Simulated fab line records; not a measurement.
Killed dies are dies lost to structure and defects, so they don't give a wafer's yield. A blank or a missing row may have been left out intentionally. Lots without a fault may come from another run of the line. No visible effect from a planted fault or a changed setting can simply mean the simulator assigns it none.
fab line records -- flow n5-finfet
record lots=5, wafers=12, last-day=16
route steps=1938 shown BEOL_M1@832 BEOL_M2@841 BEOL_M4@1111 PASSIVATION@1936
lots with no fault: from the same line, run without faults
start-h: hours from the record's opening day to when the first of the lot's shown wafers began -- wait-h: hours elapsed since this lot's preceding step -- " as in the row above -- L1.1+2: a single row standing in for several wafers -- - either no value or no given start -- * or withheld: withheld -- < > ~ a bound
route shown NAME@n: NAME is a module with steps in the file, n the number in the route of the first one -- usual: average and standard deviation across the fault-free wafers -- same: alike in all rows -- chamber/n: place in a boat -- sites: per-site readings -- _std_site: the standard deviation of these -- _edge_site: the outer-site mean with the inner-site mean subtracted -- radius-mm: how far each site lies from the wafer's centre -- mask NAME#n: copy n -- behind: tool/chamber where the wafer was last shaped -- hold: why the lot went on hold/how many hours it stayed there/how the hold came to an end -- device: the transistor (n, p or np) that didn't switch -- end of line: the route-end tests of the same wafers -- where a step has no rows: the recipe by itself -- killed: the dies lost at the first sort to structure and to defects; this is not the yield of the wafer -- map: a wafer's dies, x killed, . not, _ none there
set.NAME: the setting as run; set.NAME@STEP: as run at that earlier step -- model.NAME: the simulator's own value behind a step, which no gauge read
a table for each step, a row for each wafer; lots at some steps of the route
services: the hour from which a tool's chamber was out of use, counted from the record's first day as start-h (under 0 if before that day), plus the number of hours and why
## steps
# step N5_BEOL_M1_ANNEAL_51
# recipe temp-c=225, time-s=90, ambient=N2
# step N5_BEOL_M1_CMP_52
# recipe stop-on=SiOC, t-overpolish-s=6.8, down-force-psi=1, platen-rpm=50, clearing-platen-down-force-psi=1.5, clearing-platen-rpm=50, post-cmp-clean=cu-alkaline, target-thk-nm=40, clearing-platen-pad-velocity-m-s=0.99484, pad-velocity-m-s=0.99484
# step N5_BEOL_M1_PRE_CLEAN_60
# recipe gas=NH3/H2, time-s=15, temp-c=*, rf-power-w=300
# step N5_BEOL_M1_CO_CAP_55
# recipe material=Co, target-thk-a=20, temp-c=200, precursor=CCTBA/H2, pressure-torr=30, time-s=102.1
# step N5_BEOL_M1_PRE_CLEAN_56
# recipe gas=NH3, time-s=15, temp-c=withheld, rf-power-w=300
# step N5_BEOL_M1_DEP_57
# recipe material=SiCN, target-thk-a=80, temp-c=withheld, precursor=3MS/NH3, pressure-torr=3, rf-w=202, time-s=14
# step N5_BEOL_M2_ILD_DEP_00
# recipe material=SiOC, target-thk-a=790, temp-c=350, precursor=DEMS/O2, pressure-torr=5, rf-w=500, time-s=15.3
# step N5_BEOL_M2_PECVD_72
# recipe material=SiO2, target-thk-a=160, temp-c=400, precursor=TEOS/O2, pressure-torr=5.5, rf-w=450, teos-flow-sccm=53.8, gas=O2, flow-sccm=3000, time-s=18
# step N5_BEOL_M2_HM_DEP_02
# recipe material=TiN, target-thk-a=200, temp-c=25, chamber-pressure-pa=0.49996
# usual throttle-valve-pct=30.4/1.3
lot.wafer,tool,chamber,start-h,wait-h,throttle-valve-pct,model.TiN_of_BEOL_M2_HM_DEP_02.thk-nm
L957.3,pvd-sputter-02,-,179.16,0.7,31.4,20
L957.4,pvd-sputter-02,-,179.16,0.7,27.9,20
L957.5,pvd-sputter-02,-,179.16,0.7,31.3,20
L960.4,pvd-sputter-02,-,210.62,1.8,29.8,6.8
L960.5,pvd-sputter-02,-,210.62,1.8,31.3,20.2
L962.1,pvd-sputter-02,-,217.80,1.2,27.9,6.2
L962.5,pvd-sputter-02,-,217.80,1.2,31.6,19.8
L964.2,pvd-sputter-02,-,223.30,0.9,31.6,20.2
L964.4,pvd-sputter-02,-,223.30,0.9,29.9,6.6
L968.1,pvd-sputter-03,-,250.00,2.3,29.7,19.8
L968.3,pvd-sputter-03,-,250.00,2.3,30.4,20
L968.5,pvd-sputter-03,-,250.00,2.3,30.2,20
# step N5_BEOL_M2_COAT_61
# recipe resist=SOC, temp-c=250, time-s=60, spin-rpm=1500, resist-thk-nm=60
# step N5_BEOL_M2_COAT_62
# recipe resist=SiARC, temp-c=220, time-s=60, spin-rpm=1500, resist-thk-nm=12
# step N5_BEOL_M2_COAT_73
# recipe resist=underlayer, temp-c=205, time-s=60, spin-rpm=1500, resist-thk-nm=5
# step N5_BEOL_M2_COAT_05
# recipe resist=CAR-EUV, spin-rpm=1500, resist-thk-nm=30
# step N5_BEOL_M2_EBR_07
# recipe solvent=PGMEA, ebr-width-mm=1.5
# step N5_BEOL_M2_SOFTBAKE_06
# recipe temp-c=110, time-s=60, resist=CAR-EUV
# step N5_BEOL_M2_EXPOSE_08
# recipe mask-id=M2, na=0.33, source-shape=dipole, sigma-inner=0.369, sigma-outer=0.767, polarization=unpolarized, dose-mj=41.25
# step N5_BEOL_M2_PEB_09
# recipe peb-temp-c=100, peb-time-s=60, resist=CAR-EUV
# step N5_BEOL_M2_DEVELOP_10
# recipe develop-time-s=30, developer=TMAH, resist=CAR-EUV, rinse-liquid=surfactant-rinse, dry=air-spin, dev-temp-c=23
# step N5_BEOL_M2_DESCUM_16
# recipe chemistry=O2, time-s=7, source-power-w=50, bias-power-w=20, pressure-mtorr=20, rf-frequency-hz=2.712e+07, temp-c=40, resist=CAR-EUV, o2-flow-sccm=225
# step N5_BEOL_M2_ETCH_74
# recipe chemistry=N2/H2, target=underlayer, target-depth-a=65, mask-material=CAR-EUV, time-s=5.2, ion-energy-ev=200, pressure-mtorr=30, source-w=840, bias-w=150, n2-flow-sccm=200, h2-flow-sccm=200, ends=cleared
# step N5_BEOL_M2_ETCH_63
# recipe chemistry=CF4, target=SiARC, target-depth-a=156, mask-material=CAR-EUV, time-s=26, ion-energy-ev=80, pressure-mtorr=40, source-w=545, bias-w=36, Ar_flow_sccm=100, cf4-flow-sccm=100, ends=cleared
# step N5_BEOL_M2_ETCH_64
# recipe chemistry=N2/H2, target=SOC, target-depth-a=750, overetch-a=225, mask-material=SiARC, temp-c=40, time-s=121.9, ion-energy-ev=200, pressure-mtorr=30, source-w=840, bias-w=150, n2-flow-sccm=200, h2-flow-sccm=200
# step N5_BEOL_M2_STRIP_65
# recipe chemistry=N2/H2, temp-c=40, n2-flow-sccm=200, h2-flow-sccm=200, rf-frequency-hz=6e+07
# step N5_BEOL_M2_STRIP_75
# recipe chemistry=N2/H2, temp-c=40, n2-flow-sccm=200, h2-flow-sccm=200, rf-frequency-hz=6e+07
# step N5_BEOL_M2_STRIP_66
# recipe chemistry=CF4, resist=SiARC, power-w=300, bias-power-w=75, pressure-mtorr=50, cf4-flow-sccm=150, rf-frequency-hz=6e+07
# step N5_BEOL_M2_HM_OPEN_17
# recipe chemistry=Cl2/BCl3, target-depth-a=200, overetch-a=60, target=TiN, mask-material=SOC, ion-energy-ev=150, pressure-mtorr=10, icp-w=1000, bias-w=126, Cl2_flow_sccm=53.25, bcl3-flow-sccm=21.75, Ar_flow_sccm=25
# usual drypump-motor-current-A=5.8/0.42, oes-product-au=0.73/0.054, throttle-valve-pct=22.20/0.16
lot.wafer,tool,chamber,start-h,wait-h,drypump-motor-current-A,oes-product-au,rf-hours-counter-h,throttle-valve-pct,model.etch.depth-nm
L957.3,rie-metal-03,0,180.57,0.1,5.4,0.78,-,21.85,19.98
L957.4,rie-metal-03,1,180.57,0.1,4.9,0.79,-,22.07,19.96
L957.5,rie-metal-03,0,180.57,0.1,5.4,0.77,-,21.85,20.04
L960.4,rie-metal-01,1,211.56,0.1,6.0,0.41,-,22.58,6.753
L960.5,rie-metal-01,1,211.56,0.1,6.0,0.65,-,22.14,20.12
L962.1,rie-metal-02,0,218.69,0.0,6.1,0.45,14,22.74,6.106
L962.5,rie-metal-02,0,218.69,0.0,6.1,0.74,-,22.29,19.89
L964.2,rie-metal-02,0,224.08,0.0,6.1,0.74,15,22.27,20.13
L964.4,rie-metal-02,0,224.08,0.0,6.1,0.46,-,22.73,6.527
L968.1,rie-metal-02,0,250.98,0.0,6.1,0.72,18,22.30,19.81
L968.3,rie-metal-02,0,250.98,0.0,6.1,0.73,-,22.29,19.97
L968.5,rie-metal-02,0,250.98,0.0,6.1,0.73,-,22.29,19.97
# step N5_BEOL_M2_STRIP_19
# recipe chemistry=O2, power-w=400, temp-c=40, pressure-mtorr=30, rf-frequency-hz=6e+07, bias-power-w=0, overash-fraction=0.2, o2-flow-sccm=225
# step N5_BEOL_M2_COAT_67
# recipe resist=SOC, temp-c=250, time-s=60, spin-rpm=1500, resist-thk-nm=60
# step N5_BEOL_M2_COAT_68
# recipe resist=SiARC, temp-c=220, time-s=60, spin-rpm=1500, resist-thk-nm=12
# step N5_BEOL_M2_COAT_76
# recipe resist=underlayer, temp-c=205, time-s=60, spin-rpm=1500, resist-thk-nm=5
# step N5_BEOL_M2_COAT_22
# recipe resist=CAR-EUV, spin-rpm=1500, resist-thk-nm=30
# step N5_BEOL_M2_EBR_24
# recipe solvent=PGMEA, ebr-width-mm=1.5
# step N5_BEOL_M2_SOFTBAKE_23
# recipe temp-c=110, time-s=60, resist=CAR-EUV
# step N5_BEOL_M2_EXPOSE_25
# recipe mask-id=V1, na=0.33, source-shape=quasar, sigma-inner=0.2, sigma-outer=0.8, polarization=unpolarized, defocus-nm=5, dose-mj=63
# step N5_BEOL_M2_TRENCH_ETCH_37
# recipe chemistry=C4F6/O2, target-depth-a=555.55, target=SiOC, time-s=29.2, ion-energy-ev=250, pressure-mtorr=30, source-w=355, bias-w=185, Ar_flow_sccm=300, C4F6_flow_sccm=10, O2_flow_sccm=10
# usual drypump-motor-current-A=5.7/0.44, oes-product-au=0.76/0.066, rf-vpp-V=662/13, showerhead-plenum-p-Torr=2.88/0.084, throttle-valve-pct=20.82/0.19
lot.wafer,tool,chamber,start-h,wait-h,drypump-motor-current-A,oes-product-au,rf-hours-counter-h,rf-vpp-V,showerhead-plenum-p-Torr,throttle-valve-pct,model.TiN_of_BEOL_M2_HM_DEP_02.thk-nm
L957.3,rie-diel-04,3,-,-,5.9,0.72,211,666,2.93,20.81,17.6
L957.4,rie-diel-04,2,-,-,6.1,0.69,244,679,2.81,20.73,17.6
L957.5,rie-diel-04,3,-,-,5.9,0.72,-,669,2.93,20.83,17.8
L960.4,rie-diel-01,0,-,-,5.8,0.74,174,647,2.84,20.75,4.4
L960.5,rie-diel-01,0,-,-,5.8,0.74,-,649,2.84,20.76,17.8
L962.1,rie-diel-01,0,-,-,5.8,0.74,177,646,2.84,20.76,3.8
L962.5,rie-diel-01,1,-,-,5.1,0.69,-,662,2.93,20.92,17.6
L964.2,rie-diel-04,0,-,-,6.0,0.73,191,660,2.82,21.08,17.8
L964.4,rie-diel-04,0,-,-,6.1,0.73,-,657,2.82,21.09,4.2
L968.1,rie-diel-01,2,-,-,4.8,0.70,213,680,2.71,21.03,17.4
L968.3,rie-diel-01,3,-,-,6.2,0.82,65,647,3.02,20.80,17.6
L968.5,rie-diel-01,0,-,-,5.8,0.73,-,648,2.83,20.78,17.6
# step N5_BEOL_M2_CD_MEAS_35
# recipe target-cd-nm=18, target-cd-y-nm=22.2, polarity=opening
# usual cd-nm=18.0/0.31
lot.wafer,tool,chamber,start-h,wait-h,cd-nm
L957.3,cd-sem-03,-,192.14,0.0,18.0
L957.4,cd-sem-03,-,192.14,0.0,17.7
L957.5,cd-sem-03,-,192.14,0.0,18.1
L960.4,cd-sem-01,-,214.29,0.0,18.6
L960.5,cd-sem-01,-,214.29,0.0,18.1
L962.1,cd-sem-03,-,221.45,0.0,19.4
L962.5,cd-sem-03,-,221.45,0.0,18.5
L964.2,cd-sem-01,-,228.69,0.0,17.2
L964.4,cd-sem-01,-,228.69,0.0,18.8
L968.1,cd-sem-02,-,263.46,0.0,18.4
L968.3,cd-sem-02,-,263.46,0.0,18.3
L968.5,cd-sem-02,-,263.46,0.0,18.2
# step N5_BEOL_M4_RC_MEAS_101
# usual DIBL_N=36.2/1.7, DIBL_P=36.2/2.2, IOFF_N=0.16/0.035, IOFF_P=0.21/0.042, ION_N=673/13, ION_P=462/7.9, SS_N=71.4/0.59, SS_P=73.2/0.7, VT_N=250/3.6, VT_P=-251/3.5
lot.wafer,tool,chamber,start-h,wait-h,DIBL_N[mV/V],DIBL_P[mV/V],IOFF_N[nA/um],IOFF_P[nA/um],ION_N[uA/um],ION_P[uA/um],SS_N[mV/dec],SS_P[mV/dec],VT_N[mV],VT_P[mV]
L957.3,prober-01,0,219.16,0.3,36.6,34.8,0.15,0.22,665,466,70.8,72.4,250,-246
L957.4,prober-01,0,219.16,0.3,36.7,34.9,0.16,0.22,678,463,71.9,72.7,251,-249
L957.5,prober-01,0,219.16,0.3,40.0,39.1,0.22,0.29,691,474,71.6,73.5,248,-245
L960.4,prober-01,0,240.59,0.5,37.8,38.1,0.20,0.25,690,469,72.2,73.8,245,-249
L960.5,prober-01,0,240.59,0.5,36.3,36.6,0.17,0.23,689,469,70.8,73.9,249,-249
L962.1,prober-02,0,247.81,0.0,35.6,34.2,0.13,0.17,675,455,71.1,72.4,252,-256
L962.5,prober-02,0,247.81,0.0,34.5,32.8,0.12,0.15,661,453,70.9,72.1,255,-257
L964.2,prober-02,0,251.06,0.2,37.3,37.9,0.20,0.26,697,474,72.0,73.6,247,-246
L964.4,prober-02,0,251.06,0.2,35.9,34.7,0.16,0.20,682,472,72.6,72.5,252,-252
L968.1,prober-01,0,287.80,0.0,37.7,35.8,0.18,0.20,674,459,70.9,72.5,249,-249
L968.3,prober-01,0,287.80,0.0,38.4,36.5,0.17,0.21,670,454,71.9,73.7,251,-252
L968.5,prober-01,0,287.80,0.0,36.7,34.2,0.15,0.18,659,451,71.3,73.1,253,-251
# step N5_PASSIVATION_PROBE_49
# usual defect-limited-yield=91.4/1.4, killed_at_M0_to_M3=31/10, killed_at_M4_up=14/5.6, killed-at-contacts=13/6.3, killed-at-front-end=39/10, killed-at-other=4/3.1, killed-dies=101/16, killed-open=65/13, killed-short=34/7.2, sort_bin_5_function=5.1/0.88, sort_bin_6_memory=3.2/0.66, sort-n-pass=1079/16, sort-yield-pct=91.4/1.4
# same gross-dies=1180, killed-at-back-side=0, sort_bin_4_leakage[%]=0, sort_bin_8_speed[%]=0
lot.wafer,tool,chamber,start-h,wait-h,defect-limited-yield[%],killed_at_M0_to_M3,killed_at_M4_up,killed-at-contacts,killed-at-front-end,killed-at-other,killed-dies,killed-open,killed-short,sort_bin_5_function[%],sort_bin_6_memory[%],sort-n-pass,sort-yield-pct[%]
L960.5,prober-01,-,341.00,0.2,90.3,36,9,9,58,3,115,67,48,5.3,3.6,1065,90.3
# killed by level:class
L960.5 FIN_SAQP:geometric-particle:short=12 GATE_CUT:geometric-particle:short=12 STI_FIN_REVEAL:geometric-particle:open=10 BEOL_M0_SAQP:geometric-particle:open=9 BEOL_M0_SAQP:geometric-particle:short=8 FIN_SAQP:geometric-particle:open=6 GATE_CUT:geometric-particle:open=6 MOL_CONTACT_COAG:geometric-particle:open=6
## services
tool,chamber,start-h,hours,kind
rie-diel-04,1,161.52,5.3,repair
rie-metal-03,-,186.42,2.8,pm
rie-metal-01,-,189.92,0.2,repair
rie-diel-01,3,191.98,14.3,repair
rie-diel-04,2,210.28,-,clean
rie-diel-04,2,210.28,-,consumable-replace:focus-ring
rie-diel-04,2,210.28,22.0,scheduled-down
rie-diel-04,2,210.28,22.0,vent-cycle
rie-metal-02,1,238.10,16.0,repair
rie-diel-01,1,257.44,-,clean
rie-diel-01,1,257.44,-,consumable-replace:focus-ring
rie-diel-01,1,257.44,24.3,scheduled-down
rie-diel-01,1,257.44,24.3,vent-cycle
## key
first-sign step=N5_BEOL_M2_HM_OPEN_17, reading=oes-product-au, direction=down, sigmas=5.4, usual=0.73, struck=0.44
effect step=N5_BEOL_M2_CD_MEAS_35, reading=cd-nm, direction=up, sigmas=2.9, usual=18.0, struck=18.9
model-effect step=N5_BEOL_M2_HM_DEP_02, value=TiN_of_BEOL_M2_HM_DEP_02.thk-nm, without=20.33, struck=6.533
model-effect step=N5_BEOL_M2_HM_OPEN_17, value=etch.depth-nm, without=20.34, struck=6.462
model-effect step=N5_BEOL_M2_TRENCH_ETCH_37, value=TiN_of_BEOL_M2_HM_DEP_02.thk-nm, without=18.07, struck=4.133
met-at N5_BEOL_M2_HM_DEP_02
struck-wafers L960.4,L962.1,L964.4
onset-between 179.16 210.62
fault kind=process-parameter-drift, tool=pvd-sputter-02, chamber=-, onset-h=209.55, steps=N5_BEOL_M2_HM_DEP_02, channel=target-thk-a, offset=*, shape=step, end-h=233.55, scope=struck-wafers-only, acts-in=*, stated=*
